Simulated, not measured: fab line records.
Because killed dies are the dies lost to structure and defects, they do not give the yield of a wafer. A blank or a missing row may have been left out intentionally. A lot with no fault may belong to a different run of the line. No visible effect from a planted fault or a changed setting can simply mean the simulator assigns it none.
Which of the tools did it? ; flow nand-harc ; Sampling: 6 lots, 18 wafers, 2 of 1159 route steps

WHAT THE GAUGES SHOWED, per wafer
NHARC_A_CONTACT_INSPECT_10.
lot;measured;on;raw-defect-count
L342;day 17 15:09;defect-inspect-02;14 12 15
L344;day 17 18:23;defect-inspect-02;23 22 21
L351;day 19 16:38;defect-inspect-02;50 57 47
L357;day 20 01:58;defect-inspect-02;43 45 33
L360;day 21 22:08;defect-inspect-02;27 32 36
L363;day 22 13:32;defect-inspect-01;40 52 47

TOOL THAT RAN EACH LOT (tool first, then ch and the chambers of the sampled wafers, then the start)
lot;NHARC_A_CONTACT_DEP_84
L342;acl-dep-02 ch 0, day 17 13:29
L344;acl-dep-01 ch 0, day 17 16:25
L351;acl-dep-03 ch 0, day 19 14:52
L357;acl-dep-02 ch 0, day 20 00:02
L360;acl-dep-03 ch 0, day 21 20:08
L363;acl-dep-03 ch 0, day 22 11:40
- NHARC_A_CONTACT_DEP_84: deposits aC, target thk 2000 nm.

THE ANSWER, worked out from the rows above alone
Rule: what is usual is taken from the lots themselves. The widest of any qualifying gaps counts: lots, ordered by their means at a reading, are off when they make up no more than a third of the lots, leave a main group of 4 or more, and stand apart from it by 3 or more times the standard deviation of that group's means. The tables above print the reading to a certain number of digits; a main group whose means all agree to those digits is not used. Also off: a lot with no number at a reading for which 4 or more lots have one. The other lots that the step has rows for count as sound.
No lot is off on any of the readings shown, so nothing can be concluded from this.

WHAT THE SIMULATOR HAD PUT IN
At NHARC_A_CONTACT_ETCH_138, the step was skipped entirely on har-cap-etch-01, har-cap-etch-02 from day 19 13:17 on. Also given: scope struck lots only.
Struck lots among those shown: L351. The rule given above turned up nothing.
